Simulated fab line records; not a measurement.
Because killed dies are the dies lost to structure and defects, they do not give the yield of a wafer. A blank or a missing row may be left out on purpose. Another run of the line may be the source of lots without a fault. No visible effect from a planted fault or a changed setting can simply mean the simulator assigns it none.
Comparing a struck lot with a sound one -- flow n5-finfet -- 18 steps out of a route of 1938
Sound: wafers L466.2, L466.5, L466.6. Struck: wafers L460.2, L460.5. (L460.1 of the same lot was not struck and is left out.) The cause comes at the end.
At each step with rows: each side's tool, then ch and its chambers, then its first start. Under that, the readings that differ: sound wafers -- struck wafers -- difference of the means -- sigmas: that difference in standard deviations of wafers without a fault.
alike: a reading whose means differ by less than 2 such deviations, as well as words and numbers matching on both sides. not compared: withheld readings; readings where some wafer has no value; bounds like >300 that might hide an equal value; numbers whose values overlap and for which the record gives no deviation.
The two part at a step that has a row with sigmas, a row that says differs or no value, or rows on one side only. When numbers do not overlap yet have no deviation, they are printed without sigmas and do not part them. Lack of a reading on every wafer of one side parts them only where that side has two or more wafers.

first, 11 steps without rows for these wafers: N5_BEOL_M1_DESCUM_33 (chemistry O2, time 7 s); N5_BEOL_M1_ETCH_77 (etches underlayer in N2/H2, target depth 6.5 nm, time 5.2 s); N5_BEOL_M1_ETCH_69 (etches SiARC in CF4, target depth 15.6 nm, time 26 s); N5_BEOL_M1_ALD_98 (deposits SiO2, target thk 2.5 nm, pulse time 1 s, co reactant pulse time 1 s); N5_BEOL_M1_ETCHBACK_99 (etches SiO2 in CHF3, target depth 5 nm, time 10.4 s); N5_BEOL_M1_ETCH_70 (etches SOC in N2/H2, target depth 80 nm, overetch 16 nm, time 120 s); N5_BEOL_M1_STRIP_71 (strips in N2/H2); N5_BEOL_M1_STRIP_78 (strips in N2/H2); N5_BEOL_M1_VIA_ETCH_34 (etches the open film in C4F6/O2, target depth 67.8 nm, time 64.4 s); N5_BEOL_M1_STRIP_83 (strips in C4F6/O2); N5_BEOL_M1_STRIP_36 (strips in N2/H2).
N5_BEOL_M1_TRENCH_ETCH_37: etches SiOC in C4F6/O2, target depth 55.207 nm, time 29 s.
  sound on rie-diel-03 ch 2,3, day 12 05:54; struck on rie-diel-02 ch 1,3, day 10 07:10
reading,sound,struck,difference,sigmas
throttle-valve-pct (%),21.22 21.21 21.06,20.82 20.46,-0.52,-2
model.BEOL_M1.feature-depth-nm (nm),55.6 55 55.8,45.4 46,-9.8,
model.etch.depth-nm (nm),55.6 54.99 55.78,45.45 46,-9.73,
model.TiN_of_BEOL_M1_HM_DEP_02.thk-nm (nm),17.6 18 17.8,18.6 18.4,+0.7,
  alike: chamber-pressure-mTorr, drypump-motor-current-A, mfc-ar-sccm, oes-product-au, rf-vpp-V, showerhead-plenum-p-Torr
  not compared: rf-hours-counter-h
then, 2 steps without rows for these wafers: N5_BEOL_M1_ETCH_41 (etches SiCN in CH3F/O2, target depth 31.9 nm, time 57.8 s); N5_BEOL_M1_STRIP_97 (strips in N2/H2, time 10 s).
N5_BEOL_M1_OCD_MEAS_38:
  sound: ocd-02 at day 12 06:03; struck: ocd-02 at day 10 07:20
reading,sound,struck,difference,sigmas
trench-depth-nm (nm),55.5 55.0 55.8,45.4 45.8,-9.8,-7
then, 1 step without rows for these wafers: N5_BEOL_M1_HM_STRIP_39 (strips TiN in peroxide tin strip, target depth 25 nm, time 158 s).
-- record jumps: 3 days separate the struck wafers' starts on either side; left off in module BEOL_M1, taken up again in module BEOL_M4, whose first shown step is the route's number 1111 --
N5_BEOL_M4_RC_MEAS_101:
  sound on prober-01 ch 0, day 14 07:36; struck on prober-01 ch 0, day 12 20:42
  alike: DIBL_N, DIBL_P, IOFF_N, IOFF_P, ION_N, ION_P, SS_N, SS_P, VT_N, VT_P
-- a jump in the record: the struck wafers' starts before and after are 4 days apart (it breaks off in module BEOL_M4 and resumes in module PASSIVATION, where the first step shown is number 1936 of the route) --
N5_PASSIVATION_PROBE_49:
  rows exist in the record for the struck wafers here (prober-01, day 17 02:55), but not for the sound ones

WHERE THEY PART
First at N5_BEOL_M1_TRENCH_ETCH_37; last, within this record, at N5_PASSIVATION_PROBE_49.

WHY: what had been put in by the simulator
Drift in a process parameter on rie-diel-02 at N5_BEOL_M1_TRENCH_ETCH_37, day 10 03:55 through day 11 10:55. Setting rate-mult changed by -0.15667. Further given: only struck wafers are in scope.
